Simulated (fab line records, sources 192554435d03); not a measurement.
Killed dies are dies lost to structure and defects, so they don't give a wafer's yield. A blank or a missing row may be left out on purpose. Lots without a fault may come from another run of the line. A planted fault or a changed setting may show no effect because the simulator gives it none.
fab line records | flow n5_finfet | part 1 of 2: steps 1 to 4 of 6
record lots=19 wafers=57 last_day=19
route steps=1938 shown MOL_CONTACT_COAG@609 BEOL_M0_SAQP@632
lots that met no fault: from a run of the same line without faults
start_h: hours from the record's first day to the start of the lot's first wafer shown | wait_h: hours since the lot's step before | " the same as in the row above | L1.1+2: a row that stands for several wafers | - no value, or no start given | * or withheld: withheld | < > ~ a bound
route shown NAME@n: a module of which the file shows steps, and the number in the route of the first | usual: mean/standard deviation of fault-free wafers | same: alike in all rows | chamber/n: place in a boat | sites: the reading at each site | _std_site: their standard deviation | _edge_site: outer sites' mean less inner sites' | radius_mm: how far each site lies from the wafer's centre | mask NAME#n: copy n | behind: the tool/chamber that last shaped the wafer | hold: why the lot was held/for how many hours/how that ended | device: the transistor (n, p or np) that didn't switch | end of line: the same wafers' tests at the end of the route | a step without rows: its recipe alone | killed: dies lost to structure and defects at the first sort, not the wafer's yield | map: a wafer's dies, x killed, . not, _ none there
set.NAME: the setting as run; set.NAME@STEP: as run at that earlier step | model.NAME: the simulator's own value behind a step, which no gauge read
steps of the route over a sample of lots; a table a step, a row a wafer
services: from which hour (start_h, from the record's first day; less than 0 if before it) a tool's chamber was out of use, for how many hours, and why
## steps
# step N5_MOL_CONTACT_COAG_ETCHBACK_134
# recipe chemistry=CHF3 target=SiO2 target_depth_a=100 time_s=6.7 ion_energy_ev=200 pressure_mtorr=30 source_w=610 bias_w=170 Ar_flow_sccm=200 CHF3_flow_sccm=50
# usual drypump_motor_current_A=5.8/0.4 oes_ar_750_au=0.82/0.091 oes_product_au=0.83/0.093 rf_fwd_power_W=602.6/2.6 rf_vpp_V=532/9.4 showerhead_plenum_p_Torr=2.39/0.11 throttle_valve_pct=18.73/0.23
# columns lot.wafer tool chamber start_h wait_h drypump_motor_current_A oes_ar_750_au oes_product_au rf_fwd_power_W rf_hours_counter_h rf_vpp_V showerhead_plenum_p_Torr throttle_valve_pct
L074.1 rie_diel-03 2 98.10 0.1 5.6 0.69 0.70 604.0 201 531 2.27 18.95
L074.3 " 0 " " 5.6 0.71 0.70 599.2 238 530 2.25 18.62
L074.5 " 2 " " 5.6 0.69 0.70 603.8 - 532 2.27 18.97
L075.1 rie_diel-03 1 110.26 0.1 5.4 0.92 0.92 598.9 23 543 2.53 18.70
L075.3 " 3 " " 6.4 0.74 0.73 604.1 160 541 2.36 18.46
L075.6 " 1 " " 5.4 0.92 0.92 601.6 - 542 2.53 18.71
L076.2 rie_diel-03 0 113.52 0.1 5.6 0.70 0.69 601.0 242 530 2.25 18.62
L076.3 " 1 " " 5.4 0.92 0.92 597.7 24 541 2.53 18.70
L076.5 " 0 " " 5.7 0.70 0.69 599.8 - 528 2.25 18.63
L077.2 rie_diel-03 1 117.07 0.1 5.5 0.91 0.92 601.2 26 543 2.53 18.70
L077.4 " 0 " " 5.6 0.70 0.69 600.1 244 527 2.25 18.61
L077.6 " 2 " " 5.6 0.69 0.70 605.1 - 531 2.27 18.97
L078.1 rie_diel-05 2 126.91 0.1 5.6 0.88 0.87 603.3 33 536 2.50 18.46
L078.4 " 0 " " 5.5 0.81 0.81 600.9 97 512 2.21 18.97
L078.6 " 3 " " 5.5 0.71 0.70 607.5 - 533 2.45 18.98
L080.1 rie_diel-01 0 137.24 0.2 5.6 0.92 0.93 605.8 7 530 2.34 18.64
L080.3 " 1 " " 5.8 0.91 0.92 604.6 42 522 2.33 18.52
L080.4 " 0 " " 5.6 0.91 0.93 602.5 - 526 2.34 18.64
L081.2 rie_diel-05 0 140.42 0.1 5.6 0.80 0.80 602.2 102 513 2.20 18.98
L081.4 " 3 " " 5.5 0.71 0.71 609.4 - 534 2.45 19.00
L081.6 " 2 " " 5.7 0.87 0.87 605.0 - 535 2.50 18.48
L082.1 rie_diel-01 3 149.49 0.1 6.5 0.92 0.93 601.8 20 541 2.55 18.99
L082.4 " 1 " " 5.8 0.91 0.92 604.9 46 519 2.33 18.52
L082.6 " 0 " " 5.7 0.90 0.92 605.4 - 529 2.34 18.67
L083.1 rie_diel-03 1 156.43 0.2 5.5 0.89 0.90 599.6 41 541 2.52 18.71
L083.2 " 3 " " 6.4 0.72 0.73 606.1 178 542 2.36 18.50
L083.5 " 3 " " 6.4 0.72 0.73 602.8 - 543 2.36 18.51
L084.2 rie_diel-01 1 160.46 0.1 5.8 0.90 0.90 600.7 51 518 2.33 18.54
L084.4 " 2 " " 5.1 0.94 0.96 600.2 8 542 2.32 18.35
L084.5 " 1 " " 5.8 0.90 0.91 604.1 - 521 2.33 18.53
L085.2 rie_diel-05 3 170.97 0.1 5.5 0.71 0.69 609.1 236 534 2.45 19.00
L085.4 " 2 " " 5.7 0.85 0.87 602.4 50 534 2.50 18.49
L085.6 " 3 " " 5.5 0.70 0.70 603.2 - 534 2.45 19.02
L086.2 rie_diel-03 3 174.62 0.1 6.4 0.72 0.72 603.2 187 542 2.35 18.52
L086.4 " 1 " " 5.5 0.87 0.88 601.1 - 540 2.52 18.75
L086.5 " 3 " " 6.4 0.71 0.71 601.3 - 543 2.35 18.51
L088.1 rie_diel-05 3 183.67 0.1 5.5 0.70 0.69 604.3 240 534 2.45 19.01
L088.2 " 1 " " 5.6 0.92 0.92 599.2 11 515 2.35 18.62
L088.5 " 3 " " 5.5 0.70 0.70 603.1 - 534 2.45 19.02
L090.1 rie_diel-01 0 196.86 0.2 5.6 0.86 0.88 602.3 28 527 2.33 18.69
L090.4 " 3 " " 6.5 0.89 0.88 605.1 - 540 2.55 19.02
L090.6 " 1 " " 5.8 0.88 0.87 604.9 - 519 2.33 18.56
L091.1 rie_diel-03 1 199.87 0.1 5.4 0.86 0.87 601.0 59 541 2.52 18.75
L091.2 " 3 " " 6.4 0.71 0.71 605.7 196 542 2.35 18.53
L091.4 " 0 " " 5.6 0.94 0.95 596.1 6 537 2.53 18.29
L093.2 rie_diel-01 1 211.62 0.1 5.8 0.88 0.88 604.8 70 519 2.32 18.55
L093.4 " 3 " " 6.6 0.87 0.89 603.4 - 539 2.54 19.03
L093.6 " 1 " " 5.8 0.87 0.87 603.8 - 520 2.32 18.56
L094.3 rie_diel-01 3 225.73 0.1 6.4 0.87 0.88 605.7 48 539 2.54 19.03
L094.4 " 2 " " 5.1 0.89 0.92 597.5 22 543 2.32 18.37
L094.5 " 3 " " 6.4 0.88 0.88 603.9 - 539 2.54 19.03
L095.1 rie_diel-03 1 225.88 0.1 5.4 0.85 0.86 598.3 68 540 2.51 18.77
L095.3 " 2 " " 5.7 0.67 0.68 605.3 244 531 2.25 19.01
L095.4 " 0 " " 5.6 0.91 0.94 597.9 15 535 2.52 18.31
L096.1 rie_diel-01 0 239.36 0.4 5.7 0.84 0.85 599.6 43 529 2.33 18.72
L096.3 " 2 " " 5.1 0.89 0.91 600.0 27 541 2.32 18.37
L096.4 " 3 " " 6.5 0.87 0.86 604.0 53 538 2.54 19.05
# step N5_BEOL_M0_SAQP_PECVD_00
# recipe material=SiCN target_thk_a=80 temp_c=withheld precursor=3MS/NH3 pressure_torr=3 rf_w=202 time_s=14
# usual rf_fwd_power_W=198.7/0.9 showerhead_plenum_p_Torr=3.667/0.011 throttle_valve_pct=9.4/0.7
# columns lot.wafer tool chamber start_h wait_h rf_fwd_power_W showerhead_plenum_p_Torr throttle_valve_pct
L074.1 pecvd-02 0 102.91 0.2 199.1 3.673 9.3
L074.3 " 0 " " 199.0 3.677 9.5
L074.5 " 1 " " 197.8 3.653 10.0
L075.1 pecvd-02 2 115.08 0.2 198.2 3.630 8.4
L075.3 " 1 " " 196.8 3.655 10.0
L075.6 " 1 " " 197.4 3.651 9.6
L076.2 pecvd-03 2 118.16 0.2 200.3 3.676 8.5
L076.3 " 1 " " 199.3 3.665 9.8
L076.5 " 0 " " 198.6 3.671 10.2
L077.2 pecvd-03 2 121.72 0.2 199.9 3.670 8.3
L077.4 " 0 " " 199.0 3.666 10.2
L077.6 " 2 " " 199.2 3.672 8.3
L078.1 pecvd-01 0 131.56 0.2 198.4 3.677 8.8
L078.4 " 0 " " 198.3 3.678 8.7
L078.6 " 2 " " 199.0 3.678 9.5
L080.1 pecvd-01 0 141.88 0.2 197.5 3.681 8.6
L080.3 " 2 " " 199.8 3.681 9.6
L080.4 " 2 " " 199.4 3.680 9.7
L081.2 pecvd-03 1 145.36 0.2 197.6 3.656 10.1
L081.4 " 1 " " 197.9 3.661 9.9
L081.6 " 0 " " 200.0 3.666 10.4
L082.1 pecvd-03 1 154.12 0.2 197.9 3.661 9.8
L082.4 " 1 " " 198.6 3.671 9.8
L082.6 " 2 " " 200.0 3.666 8.2
L083.1 pecvd-02 1 161.08 0.2 197.1 3.650 9.8
L083.2 " 2 " " 198.9 3.651 8.6
L083.5 " 2 " " 199.2 3.640 8.8
L084.2 pecvd-01 2 165.11 0.2 199.5 3.688 9.7
L084.4 " 2 " " 199.6 3.681 9.8
L084.5 " 2 " " 199.9 3.673 9.7
L085.2 pecvd-03 1 175.63 0.2 198.9 3.669 9.8
L085.4 " 2 " " 200.0 3.681 8.6
L085.6 " 0 " " 198.9 3.669 10.2
L086.2 pecvd-01 2 179.30 0.2 198.1 3.681 9.3
L086.4 " 2 " " 199.3 3.685 9.7
L086.5 " 1 " " 198.4 3.660 8.8
L088.1 pecvd-01 0 188.30 0.2 197.7 3.683 8.8
L088.2 " 2 " " 200.1 3.668 9.7
L088.5 " 1 " " 198.9 3.655 8.4
L090.1 pecvd-01 1 201.50 0.2 197.7 3.663 8.4
L090.4 " 0 " " 197.9 3.675 8.6
L090.6 " 1 " " 198.0 3.664 8.3
L091.1 pecvd-01 0 204.51 0.2 198.7 3.688 8.6
L091.2 " 1 " " 197.4 3.661 8.1
L091.4 " 1 " " 197.0 3.659 8.3
L093.2 pecvd-02 2 217.20 0.2 198.7 3.642 8.9
L093.4 " 2 " " 199.0 3.636 8.9
L093.6 " 0 " " 198.6 3.673 9.7
L094.3 pecvd-03 2 230.37 0.1 199.8 3.673 8.5
L094.4 " 0 " " 199.7 3.671 10.1
L094.5 " 2 " " 199.8 3.673 8.4
L095.1 pecvd-03 1 233.36 0.2 198.7 3.659 9.9
L095.3 " 2 " " 199.7 3.666 8.6
L095.4 " 2 " " 199.0 3.665 8.5
L096.1 pecvd-02 2 244.02 0.2 198.3 3.641 8.6
L096.3 " 0 " " 199.0 3.673 9.8
L096.4 " 2 " " 198.1 3.642 8.8
# step N5_BEOL_M0_SAQP_CD_MEAS_14
# recipe target_cd_nm=42.5 landing_energy_ev=500 detector=se_inlens
# usual cd_nm=42.6/0.38
# columns lot.wafer tool chamber start_h wait_h cd_nm
L074.1 cd_sem-01 0 104.70 - 42.8
L074.3 " 0 " " 42.4
L074.5 " 0 " " 42.8
L075.1 cd_sem-02 0 116.36 - 42.5
L075.3 " 0 " " 42.1
L075.6 " 0 " " 42.6
L076.2 cd_sem-01 0 119.26 - 42.5
L076.3 " 0 " " 42.6
L076.5 " 0 " " 42.4
L077.2 cd_sem-03 0 123.64 - 42.6
L077.4 " 0 " " 42.1
L077.6 " 0 " " 42.5
L078.1 cd_sem-02 0 133.02 - 42.7
L078.4 " 0 " " 42.9
L078.6 " 0 " " 42.3
L080.1 cd_sem-03 0 143.27 - 42.4
L080.3 " 0 " " 43.0
L080.4 " 0 " " 42.5
L081.2 cd_sem-01 0 147.96 - 42.7
L081.4 " 0 " " 43.0
L081.6 " 0 " " 42.5
L082.1 cd_sem-03 0 155.28 - 42.6
L082.4 " 0 " " 42.6
L082.6 " 0 " " 42.8
L083.1 cd_sem-03 0 162.18 - 42.4
L083.2 " 0 " " 42.2
L083.5 " 0 " " 41.9
L084.2 cd_sem-02 0 167.07 - 43.0
L084.4 " 0 " " 43.0
L084.5 " 0 " " 43.1
L085.2 cd_sem-03 0 177.60 - 41.8
L085.4 " 0 " " 42.5
L085.6 " 0 " " 42.0
L086.2 cd_sem-03 0 181.72 - 42.6
L086.4 " 0 " " 42.5
L086.5 " 0 " " 42.1
L088.1 cd_sem-03 0 189.45 - 42.5
L088.2 " 0 " " 42.7
L088.5 " 0 " " 42.2
L090.1 cd_sem-03 0 202.91 - 42.4
L090.4 " 0 " " 42.7
L090.6 " 0 " " 42.6
L091.1 cd_sem-03 0 206.20 - 42.3
L091.2 " 0 " " 41.8
L091.4 " 0 " " 42.1
L093.2 cd_sem-01 0 218.33 - 42.2
L093.4 " 0 " " 42.4
L093.6 " 0 " " 42.9
L094.3 cd_sem-03 0 232.74 - 43.2
L094.4 " 0 " " 43.3
L094.5 " 0 " " 42.8
L095.1 cd_sem-03 0 236.30 - 42.7
L095.3 " 0 " " 43.4
L095.4 " 0 " " 43.4
L096.1 cd_sem-02 0 245.54 - 42.9
L096.3 " 0 " " 43.0
L096.4 " 0 " " 43.0
# step N5_BEOL_M0_SAQP_ETCH_84
# recipe chemistry=N2/H2 target=SOC target_depth_a=1000 overetch_a=200 mask_material=SiARC temp_c=40 time_s=150 ion_energy_ev=200 pressure_mtorr=30 source_w=840 bias_w=150 n2_flow_sccm=200 h2_flow_sccm=200
# usual drypump_motor_current_A=5.8/0.58 n2_flow_sccm=200.0/0.62 oes_product_au=0.73/0.063 rf_fwd_power_W=836.2/2.9 rf_vpp_V=523.3/2.2 showerhead_plenum_p_Torr=2.52/0.084 throttle_valve_pct=17.81/0.21
# columns lot.wafer tool chamber start_h wait_h drypump_motor_current_A n2_flow_sccm oes_product_au rf_fwd_power_W rf_hours_counter_h rf_vpp_V showerhead_plenum_p_Torr throttle_valve_pct
L074.1 rie_diel-02 0 104.87 0.0 5.4 200.1 0.82 839.8 29 526.0 2.60 17.66
L074.3 " 1 " " 6.4 199.8 0.68 834.4 138 528.0 2.67 17.58
L074.5 " 1 " " 6.4 200.8 0.69 833.6 - 526.8 2.67 17.61
L075.1 rie_diel-04 0 116.57 0.0 6.0 200.0 0.87 834.1 12 523.3 2.49 17.61
L075.3 " 3 " " 5.6 199.9 0.73 833.7 106 521.5 2.45 17.87
L075.6 " 2 " " 5.2 199.7 0.64 835.8 - 519.7 2.41 17.66
L076.2 rie_diel-02 3 119.43 0.0 6.8 200.3 0.75 840.0 78 520.7 2.48 18.31
L076.3 " 1 " " 6.4 199.0 0.68 833.0 142 526.3 2.67 17.60
L076.5 " 1 " " 6.4 199.1 0.68 840.1 - 525.4 2.67 17.61
L077.2 rie_diel-04 2 123.81 0.0 5.2 199.8 0.65 836.3 178 521.9 2.41 17.66
L077.4 " 3 " " 5.6 201.0 0.72 836.2 106 521.3 2.45 17.89
L077.6 " 3 " " 5.6 200.3 0.72 836.6 - 521.5 2.45 17.86
L078.1 rie_diel-04 0 133.19 0.0 6.0 199.6 0.85 840.5 16 521.8 2.49 17.62
L078.4 " 3 " " 5.6 199.9 0.71 835.9 110 521.7 2.44 17.87
L078.6 " 0 " " 6.0 200.3 0.84 835.2 - 522.9 2.49 17.63
L080.1 rie_diel-06 0 143.59 0.0 6.5 200.1 0.85 832.2 1 524.8 2.61 17.69
L080.3 " 2 " " 5.7 199.7 0.70 830.5 126 521.9 2.45 17.95
L080.4 " 1 " " 6.0 200.2 0.65 836.3 191 525.8 2.64 18.21
L081.2 rie_diel-02 1 148.46 0.0 6.4 199.8 0.67 835.6 152 526.7 2.66 17.62
L081.4 " 2 " " 6.5 198.9 0.73 830.6 68 523.1 2.47 17.64
L081.6 " 1 " " 6.4 200.5 0.67 838.3 - 527.8 2.66 17.60
L082.1 rie_diel-02 1 155.49 0.0 6.4 199.7 0.67 830.9 154 524.9 2.66 17.63
L082.4 " 2 " " 6.5 200.9 0.74 838.0 70 523.2 2.47 17.66
L082.6 " 0 " " 5.4 199.9 0.79 839.0 - 524.0 2.59 17.67
L083.1 rie_diel-02 3 162.35 0.0 6.8 200.6 0.74 835.9 87 520.8 2.48 18.36
L083.2 " 1 " " 6.4 200.1 0.67 836.9 156 526.0 2.66 17.61
L083.5 " 0 " " 5.4 199.1 0.78 841.8 - 526.7 2.59 17.69
L084.2 rie_diel-02 1 167.42 0.0 6.4 198.8 0.67 831.3 158 526.5 2.66 17.64
L084.4 " 0 " " 5.4 199.9 0.79 834.6 49 525.6 2.59 17.67
L084.5 " 0 " " 5.4 199.2 0.78 837.5 - 525.2 2.59 17.67
L085.2 rie_diel-04 3 177.78 0.0 5.6 199.8 0.70 838.9 124 521.8 2.44 17.88
L085.4 " 2 " " 5.2 199.6 0.63 837.9 196 521.5 2.41 17.69
L085.6 " 3 " " 5.6 200.1 0.71 833.3 - 521.0 2.44 17.90
L086.2 rie_diel-02 2 181.90 0.0 6.5 198.3 0.73 837.8 76 522.0 2.47 17.67
L086.4 " 3 " " 6.8 199.7 0.72 842.2 92 522.0 2.48 18.33
L086.5 " 1 " " 6.4 200.2 0.67 836.7 - 527.4 2.66 17.64
L088.1 rie_diel-04 2 189.62 0.0 5.2 201.1 0.64 836.6 199 520.8 2.41 17.71
L088.2 " 1 " " 5.1 200.5 0.76 837.7 42 525.4 2.58 17.82
L088.5 " 1 " " 5.2 200.6 0.77 837.2 - 526.1 2.58 17.84
L090.1 rie_diel-04 0 203.08 0.0 6.0 199.3 0.81 836.6 37 523.0 2.48 17.66
L090.4 " 1 " " 5.1 201.1 0.76 836.3 46 524.1 2.57 17.85
L090.6 " 0 " " 6.0 200.7 0.81 837.0 - 522.9 2.48 17.67
L091.1 rie_diel-04 0 206.38 0.0 6.0 200.1 0.81 833.4 39 521.2 2.48 17.67
L091.2 " 2 " " 5.2 201.2 0.63 832.9 204 520.9 2.40 17.70
L091.4 " 3 " " 5.6 199.6 0.70 836.6 133 520.2 2.44 17.91
L093.2 rie_diel-02 1 218.50 0.0 6.4 199.5 0.66 832.7 173 526.5 2.66 17.67
L093.4 " 0 " " 5.4 200.2 0.77 836.4 65 524.5 2.58 17.71
L093.6 " 0 " " 5.4 200.2 0.77 833.9 - 525.7 2.58 17.72
L094.3 rie_diel-04 3 233.04 0.0 5.6 200.1 0.69 831.8 140 522.0 2.43 17.94
L094.4 " 0 " " 6.0 199.4 0.79 835.6 - 522.1 2.48 17.70
L094.5 " 2 " " 5.2 198.9 0.63 835.6 - 521.0 2.40 17.73
L095.1 rie_diel-04 0 236.65 0.0 6.0 198.7 0.80 833.1 48 524.0 2.48 17.69
L095.3 " 2 " " 5.2 200.1 0.63 841.3 214 521.4 2.40 17.72
L095.4 " 3 " " 5.6 200.8 0.69 836.0 - 522.2 2.43 17.93
L096.1 rie_diel-04 2 245.71 0.0 5.2 199.9 0.62 835.4 217 520.1 2.40 17.73
L096.3 " 0 " " 6.0 200.7 0.79 836.1 51 522.8 2.47 17.69
L096.4 " 1 " " 5.1 200.2 0.76 839.5 57 524.3 2.57 17.86
